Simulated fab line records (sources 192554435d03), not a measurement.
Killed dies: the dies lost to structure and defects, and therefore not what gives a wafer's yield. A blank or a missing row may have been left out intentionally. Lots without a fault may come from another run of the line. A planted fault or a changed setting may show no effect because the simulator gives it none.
fab line records | flow n5-finfet
record lots=7 | wafers=21
route steps=1938 shown TV_OPEN@1887 PASSIVATION@1931
start-h: hours from the record's opening day to when the first of the lot's shown wafers began | wait-h: how many hours have passed since the lot's step before this one | " same as the row above | L1.1+2: several wafers, shown together as one row | - no value present, or no start provided | * or withheld: withheld | < > ~ a bound
route shown NAME@n: names a module that has steps shown in the file, with the first one's number in the route | usual: mean/standard deviation of fault-free wafers | same: alike in all rows | chamber/n: place in a boat | sites: per-site readings | _std_site: the standard deviation of these | _edge_site: inner sites' mean taken away from outer sites' mean | radius-mm: how far each site lies from the wafer's centre | mask NAME#n: copy n | behind: the last tool/chamber to shape the wafer | hold: why the lot went on hold/how many hours it stayed there/how the hold came to an end | device: which transistor (n, p or np) failed to switch | end of line: the same wafers' tests at the end of the route | a step without rows: its recipe alone | killed: the dies lost at the first sort to structure and to defects; this is not the yield of the wafer | map: the dies of a wafer, with x for killed, . for not killed, _ for no die there
set.NAME: the run value of the setting; set.NAME@STEP: its run value at that earlier step | model.NAME: the simulator's own value behind a step, which no gauge read
lots run with intentionally changed settings; tables by step, rows by wafer
## steps
# step N5_PASSIVATION_PASS_ETCH_74
# recipe chemistry=CF4/O2 | target=SiNx | target-depth-a=2200 | time-s=110 | ion-energy-ev=100 | pressure-mtorr=40 | source-w=535 | bias-w=49 | Ar_flow_sccm=100 | cf4-flow-sccm=100 | O2_flow_sccm=10
lot.wafer  | tool        | chamber | start-h | wait-h | set.cf4-flow-sccm
L077.3+6   | rie-diel-03 | 2       | 271.67  | 0.0    | 83.86
L077.5     | "           | 3       | "       | "      | 100
L078.1+3   | rie-diel-06 | 2,0     | 274.93  | 0.0    | 100
L078.2     | "           | 1       | "       | "      | 109.8
L083.4+5   | rie-diel-05 | 0,3     | 311.15  | 0.0    | 100
L083.6     | "           | 2       | "       | "      | 117.4
L087.1+4   | rie-diel-03 | 1,2     | 338.62  | 0.0    | 100
L087.6     | "           | 1       | "       | "      | 82.95
L088.2+3   | rie-diel-03 | 0,2     | 339.19  | 0.0    | 84.24
L088.5     | "           | 2       | "       | "      | 100
L086.1+4+5 | rie-diel-05 | 3,1,3   | 340.59  | 0.0    | 100
L092.2     | rie-diel-05 | 1       | 379.11  | 0.0    | 100
L092.3+5   | "           | 0,1     | "       | "      | 115
# step N5_PASSIVATION_STRIP_48
# recipe chemistry=O2 | power-w=600 | temp-c=60 | pressure-mtorr=30 | rf-frequency-hz=6e+07 | bias-power-w=0 | overash-fraction=0.5 | o2-flow-sccm=225
lot.wafer  | tool        | chamber | start-h | wait-h | set.temp-c
L077.3+5   | rie-diel-01 | 0,1     | 276.44  | 0.1    | 56.29
L077.6     | "           | 0       | "       | "      | 60
L078.1+2+3 | rie-diel-01 | 0,2,1   | 278.83  | 0.1    | 60
L083.4     | rie-diel-02 | 2       | 315.42  | 0.1    | 60
L083.5+6   | "           | 0,1     | "       | "      | 58.87
L087.1+4+6 | rie-diel-04 | 3,1,0   | 342.81  | 0.1    | 60
L088.2+3+5 | rie-diel-01 | 2,3,1   | 343.74  | 0.1    | 60
L086.1+4+5 | rie-diel-04 | 0,3,0   | 345.27  | 0.1    | 60
L092.2+5   | rie-diel-01 | 3,1     | 382.98  | 0.1    | 62.84
L092.3     | "           | 2       | "       | "      | 60
# step N5_PASSIVATION_STRIP_52
# recipe chemistry=post-etch-residue-remover | time-s=1200 | temp-c=72.5
# step N5_PASSIVATION_CLEAN_71
# recipe chemistry=IPA | time-s=180 | temp-c=25
# step N5_PASSIVATION_SRD_72
# recipe dry=ipa-marangoni | time-s=30 | temp-c=23 | rinse-liquid=diw
# step N5_PASSIVATION_ANNEAL_56
# recipe temp-c=400 | time-s=1800 | ambient=FGA | idle-temp-c=300 | ramp-up-c-per-min=5 | ramp-down-c-per-min=3
# step N5_PASSIVATION_PROBE_49
# usual defect-limited-yield=91.1/1.4 | killed_at_M0_to_M3=35/8.7 | killed_at_M4_up=14/5.3 | killed-at-contacts=12/6.2 | killed-at-front-end=41/12 | killed-at-other=3.4/2.6 | killed-dies=105/16 | killed-open=67/13 | killed-short=36/7.3 | sort_bin_5_function=5.2/0.96 | sort_bin_6_memory=3.3/0.6 | sort-n-pass=1075/16 | sort-yield-pct=91.1/1.4
# same gross-dies=1180 | killed-at-back-side=0 | sort_bin_4_leakage[%]=0 | sort_bin_8_speed[%]=0
lot.wafer | tool      | chamber | start-h | wait-h | set.dose-mj@PASSIVATION_EXPOSE_07 | set.cf4-flow-sccm@PASSIVATION_PASS_ETCH_74 | defect-limited-yield[%] | killed_at_M0_to_M3 | killed_at_M4_up | killed-at-contacts | killed-at-front-end | killed-at-other | killed-dies | killed-open | killed-short | sort_bin_5_function[%] | sort_bin_6_memory[%] | sort-n-pass | sort-yield-pct[%]
L077.3    | prober-02 | -       | 279.08  | 0.1    | 22.75                             | 83.86                                      | 90.4                    | 42                 | 10              | 14                 | 43                  | 4               | 113         | 63          | 46           | 5.8                    | 3.3                  | 1067        | 90.4
L077.5    | prober-02 | -       | 279.18  | 0.2    | 21.11                             | 100                                        | 31.9                    | 23                 | 649             | 25                 | 102                 | 4               | 803         | 72          | 30           | 44.2                   | 19.7                 | 377         | 31.9
L077.6    | prober-02 | -       | 279.23  | 0.3    | 22.75                             | 83.86                                      | 3.5                     | 19                 | 53              | 19                 | 1048                | 0               | 1139        | 58          | 34           | 10.3                   | 4.4                  | 41          | 3.5
L078.1    | prober-02 | -       | 281.32  | 0.0    | 22.75                             | 100                                        | 90.0                    | 41                 | 6               | 17                 | 49                  | 5               | 118         | 74          | 41           | 6.1                    | 3.6                  | 1062        | 90.0
L078.2    | prober-02 | -       | 281.37  | 0.1    | 22.75                             | 109.8                                      | 89.4                    | 37                 | 12              | 15                 | 60                  | 1               | 125         | 82          | 41           | 6.4                    | 3.9                  | 1055        | 89.4
L078.3    | prober-02 | -       | 281.42  | 0.1    | 22.75                             | 100                                        | 90.8                    | 38                 | 14              | 6                  | 50                  | 0               | 108         | 66          | 40           | 4.6                    | 4.2                  | 1072        | 90.8
L083.4    | prober-02 | -       | 318.07  | 0.2    | 23.96                             | 100                                        | 35.0                    | 43                 | 11              | 8                  | 705                 | 0               | 767         | 65          | 35           | 5.0                    | 3.2                  | 413         | 35.0
L083.5    | prober-02 | -       | 318.12  | 0.2    | 22.75                             | 100                                        | 91.5                    | 29                 | 21              | 9                  | 38                  | 3               | 100         | 68          | 29           | 4.7                    | 3.3                  | 1080        | 91.5
L083.6    | prober-02 | -       | 318.17  | 0.3    | 22.75                             | 117.4                                      | 90.3                    | 51                 | 9               | 18                 | 37                  | 0               | 115         | 69          | 46           | 5.3                    | 4.1                  | 1065        | 90.3
L087.1    | prober-02 | -       | 345.30  | 0.0    | 22.75                             | 100                                        | 87.5                    | 31                 | 63              | 6                  | 48                  | 0               | 148         | 68          | 36           | 7.4                    | 4.8                  | 1032        | 87.5
L087.4    | prober-02 | -       | 345.45  | 0.2    | 22.75                             | 100                                        | 88.0                    | 40                 | 76              | 2                  | 16                  | 8               | 142         | 55          | 37           | 6.9                    | 4.4                  | 1038        | 88.0
L087.6    | prober-02 | -       | 345.55  | 0.3    | 23.71                             | 82.95                                      | 92.5                    | 17                 | 11              | 13                 | 42                  | 5               | 88          | 54          | 32           | 4.1                    | 3.0                  | 1092        | 92.5
L088.2    | prober-02 | -       | 346.58  | 0.3    | 22.75                             | 84.24                                      | 0                       | 39                 | 1096            | 10                 | 21                  | 14              | 1180        | 65          | 38           | 50.3                   | 2.9                  | 0           | 0
L088.3    | prober-02 | -       | 346.63  | 0.4    | 22.75                             | 84.24                                      | 1.2                     | 26                 | 20              | 10                 | 1105                | 5               | 1166        | 59          | 30           | 4.6                    | 2.8                  | 14          | 1.2
L088.5    | prober-02 | -       | 346.73  | 0.5    | 22.75                             | 100                                        | 90.8                    | 48                 | 17              | 7                  | 35                  | 1               | 108         | 64          | 42           | 5.3                    | 3.6                  | 1072        | 90.8
L086.1    | prober-02 | -       | 347.91  | 0.2    | 22.75                             | 100                                        | 89.6                    | 38                 | 7               | 11                 | 64                  | 3               | 123         | 79          | 42           | 6.6                    | 3.3                  | 1057        | 89.6
L086.4    | prober-02 | -       | 348.06  | 0.3    | 22.75                             | 100                                        | 91.9                    | 36                 | 4               | 5                  | 50                  | 1               | 96          | 58          | 37           | 5.0                    | 2.5                  | 1084        | 91.9
L086.5    | prober-02 | -       | 348.11  | 0.4    | 22.75                             | 100                                        | 93.2                    | 25                 | 12              | 5                  | 38                  | 0               | 80          | 47          | 32           | 3.6                    | 2.5                  | 1100        | 93.2
L092.2    | prober-02 | -       | 385.53  | 0.1    | 22.75                             | 100                                        | 88.7                    | 34                 | 15              | 20                 | 63                  | 1               | 133         | 85          | 48           | 6.5                    | 4.1                  | 1047        | 88.7
L092.3    | prober-02 | -       | 385.58  | 0.1    | 22.75                             | 115                                        | 1.8                     | 29                 | 14              | 16                 | 1092                | 8               | 1159        | 64          | 42           | 5.5                    | 3.1                  | 21          | 1.8
L092.5    | prober-02 | -       | 385.68  | 0.2    | 21.71                             | 115                                        | 1.8                     | 22                 | 13              | 8                  | 1108                | 8               | 1159        | 49          | 41           | 4.1                    | 2.9                  | 21          | 1.8
# killed by level:class
L077.3 BEOL_M1:geometric-particle:open=11 BEOL_M0_SAQP:geometric-particle:short=10 STI_FIN_REVEAL:geometric-particle:open=9 BEOL_M3:geometric-particle:open=7 MOL_CONTACT_COAG:geometric-particle:open=7 MOL_CONTACT_COAG:geometric-particle:short=7 FIN_SAQP:geometric-particle:short=6 BEOL_M2:geometric-particle:open=5
L077.5 BEOL_M4:area-expose=639 SD_EPI_N:area-etch=58 MOL_CONTACT_COAG:geometric-particle:open=20 FIN_SAQP:geometric-particle:open=12 FIN_SAQP:geometric-particle:short=12 BEOL_M2:geometric-particle:open=7 STI_FIN_REVEAL:geometric-particle:open=5 MOL_CONTACT_COAG:geometric-particle:short=5
L077.6 HKMG_FIN:area-etch=964 BEOL_M4:area-expose=43 SD_EPI_N:area-etch=39 MOL_CONTACT_COAG:geometric-particle:open=15 STI_FIN_REVEAL:geometric-particle:open=11 FIN_SAQP:geometric-particle:short=8 STARTING-WAFER:geometric-particle:short=7 FIN_SAQP:geometric-particle:open=6
L078.1 BEOL_M0_SAQP:geometric-particle:short=16 MOL_CONTACT_COAG:geometric-particle:open=14 FIN_SAQP:geometric-particle:open=12 BEOL_M1:geometric-particle:open=7 GATE_CUT:geometric-particle:open=6 GATE_CUT:geometric-particle:short=6 FIN_SAQP:geometric-particle:short=5 BEOL_M2:geometric-particle:open=5
L078.2 FIN_SAQP:geometric-particle:open=19 FIN_SAQP:geometric-particle:short=12 MOL_CONTACT_COAG:geometric-particle:open=10 BEOL_M2:geometric-particle:open=10 BEOL_M0_SAQP:geometric-particle:short=7 BEOL_M0_SAQP:geometric-particle:open=7 STI_FIN_REVEAL:geometric-particle:open=6 GATE_CUT:geometric-particle:short=4
L078.3 FIN_SAQP:geometric-particle:open=15 FIN_SAQP:geometric-particle:short=13 BEOL_M0_SAQP:geometric-particle:short=12 BEOL_M3:geometric-particle:open=8 BEOL_M0_SAQP:geometric-particle:open=7 DUMMY_GATE:geometric-particle:open=5 STI_FIN_REVEAL:geometric-particle:open=4 GATE_CUT:geometric-particle:short=4
L083.4 HKMG_FIN:area-etch=663 BEOL_M0_SAQP:geometric-particle:short=13 BEOL_M0_SAQP:geometric-particle:open=10 BEOL_M3:geometric-particle:open=9 MOL_CONTACT_COAG:geometric-particle:open=8 GATE_CUT:geometric-particle:short=6 GATE_CUT:geometric-particle:open=6 BEOL_M1:geometric-particle:open=6
L083.5 FIN_SAQP:geometric-particle:open=10 STI_FIN_REVEAL:geometric-particle:open=10 BEOL_M2:geometric-particle:open=8 MOL_CONTACT_COAG:geometric-particle:open=7 BEOL_M4:geometric-particle:open=7 FIN_SAQP:geometric-particle:short=5 BEOL_M0_SAQP:geometric-particle:open=4 BEOL_M1:geometric-particle:open=4
L083.6 BEOL_M0_SAQP:geometric-particle:short=18 MOL_CONTACT_COAG:geometric-particle:open=11 BEOL_M0_SAQP:geometric-particle:open=10 FIN_SAQP:geometric-particle:open=8 MOL_CONTACT_COAG:geometric-particle:short=7 BEOL_M4:geometric-particle:open=7 FIN_SAQP:geometric-particle:short=5 DUMMY_GATE:geometric-particle:open=5
L087.1 BEOL_M4:area-expose=40 BEOL_M3:geometric-particle:open=11 BEOL_M4:geometric-particle:open=11 DUMMY_GATE:geometric-particle:open=8 FIN_SAQP:geometric-particle:open=7 STI_FIN_REVEAL:geometric-particle:open=6 MOL_CONTACT_COAG:geometric-particle:open=5 BEOL_M0_SAQP:geometric-particle:short=5
L087.4 BEOL_M4:area-expose=49 BEOL_M0_SAQP:geometric-particle:open=10 BEOL_M0_SAQP:geometric-particle:short=9 BEOL_M4:geometric-particle:open=9 BEOL_M1:geometric-particle:open=6 BEOL_M1:geometric-particle:short=6 BEOL_M2:geometric-particle:open=5 BEOL_M7:geometric-particle:open=5
L087.6 MOL_CONTACT_COAG:geometric-particle:open=11 STI_FIN_REVEAL:geometric-particle:open=7 GATE_CUT:geometric-particle:short=6 STARTING-WAFER:geometric-particle:open=6 DUMMY_GATE:geometric-particle:open=5 BEOL_M0_SAQP:geometric-particle:open=5 PAD_METAL:geometric-particle:short=4 ILD0:geometric-particle:open=4
L088.2 BEOL_M4:area-expose=1076 BEOL_M0_SAQP:geometric-particle:short=10 MOL_CONTACT_COAG:geometric-particle:open=9 BEOL_M4:geometric-particle:open=9 BEOL_M0_SAQP:geometric-particle:open=8 GATE_CUT:geometric-particle:short=7 BEOL_M2:geometric-particle:open=7 STI_FIN_REVEAL:geometric-particle:open=5
L088.3 HKMG_FIN:area-etch=1076 BEOL_M0_SAQP:geometric-particle:short=11 STI_FIN_REVEAL:geometric-particle:open=10 MOL_CONTACT_COAG:geometric-particle:open=8 BEOL_M0_SAQP:geometric-particle:open=8 BEOL_M4:geometric-particle:open=8 FIN_SAQP:geometric-particle:open=4 FIN_SAQP:geometric-particle:short=3
L088.5 BEOL_M0_SAQP:geometric-particle:open=17 BEOL_M0_SAQP:geometric-particle:short=15 STI_FIN_REVEAL:geometric-particle:open=12 FIN_SAQP:geometric-particle:short=6 MOL_CONTACT_COAG:geometric-particle:open=6 BEOL_M4:geometric-particle:open=6 BEOL_M1:geometric-particle:open=5 BEOL_M4:geometric-particle:short=5
L086.1 FIN_SAQP:geometric-particle:open=27 FIN_SAQP:geometric-particle:short=11 BEOL_M0_SAQP:geometric-particle:open=10 BEOL_M2:geometric-particle:open=8 BEOL_M3:geometric-particle:open=8 MOL_CONTACT_COAG:geometric-particle:open=7 STI_FIN_REVEAL:geometric-particle:open=6 BEOL_M0_SAQP:geometric-particle:short=6
L086.4 BEOL_M3:geometric-particle:open=12 FIN_SAQP:geometric-particle:short=9 GATE_CUT:geometric-particle:short=8 BEOL_M0_SAQP:geometric-particle:open=8 FIN_SAQP:geometric-particle:open=7 GATE_CUT:geometric-particle:open=6 STI_FIN_REVEAL:geometric-particle:open=4 BEOL_M0_SAQP:geometric-particle:short=4
L086.5 FIN_SAQP:geometric-particle:open=8 BEOL_M0_SAQP:geometric-particle:open=7 BEOL_M0_SAQP:geometric-particle:short=7 FIN_SAQP:geometric-particle:short=6 GATE_CUT:geometric-particle:short=6 BEOL_M5:geometric-particle:open=5 GATE_CUT:geometric-particle:open=5 BEOL_M3:geometric-particle:open=5
L092.2 FIN_SAQP:geometric-particle:short=17 MOL_CONTACT_COAG:geometric-particle:open=17 FIN_SAQP:geometric-particle:open=15 BEOL_M0_SAQP:geometric-particle:short=14 STI_FIN_REVEAL:geometric-particle:open=10 BEOL_M0_SAQP:geometric-particle:open=8 BEOL_M4:geometric-particle:open=7 BEOL_M5:geometric-particle:open=7
L092.3 HKMG_FIN:area-etch=1050 MOL_CONTACT_COAG:geometric-particle:open=11 BEOL_M0_SAQP:geometric-particle:short=10 FIN_SAQP:geometric-particle:short=8 STI_FIN_REVEAL:geometric-particle:open=7 FIN_SAQP:geometric-particle:open=6 BEOL_M1:geometric-particle:open=6 GATE_CUT:geometric-particle:short=5
L092.5 HKMG_FIN:area-etch=1068 FIN_SAQP:geometric-particle:short=16 STI_FIN_REVEAL:geometric-particle:open=9 BEOL_M0_SAQP:geometric-particle:open=8 MOL_CONTACT_COAG:geometric-particle:open=6 BEOL_M0_SAQP:geometric-particle:short=6 FIN_SAQP:geometric-particle:open=5 BEOL_M5:geometric-particle:open=5
## key
split step=N5_PASSIVATION_PASS_ETCH_74 | setting=cf4-flow-sccm | stated=100 | by=wafer
response step=N5_PASSIVATION_PROBE_49 | reading=sort_bin_6_memory | shape=bent | at-lowest=3.0 | at-stated=4.9 | at-highest=4.1
split step=N5_PASSIVATION_STRIP_48 | setting=temp-c | stated=60 | by=wafer
response none clear
split outside-this-file step=N5_PASSIVATION_EXPOSE_07 setting=dose-mj
# split outside-this-file: this setting was split too, and the file shows its column; the key of that split is in another file
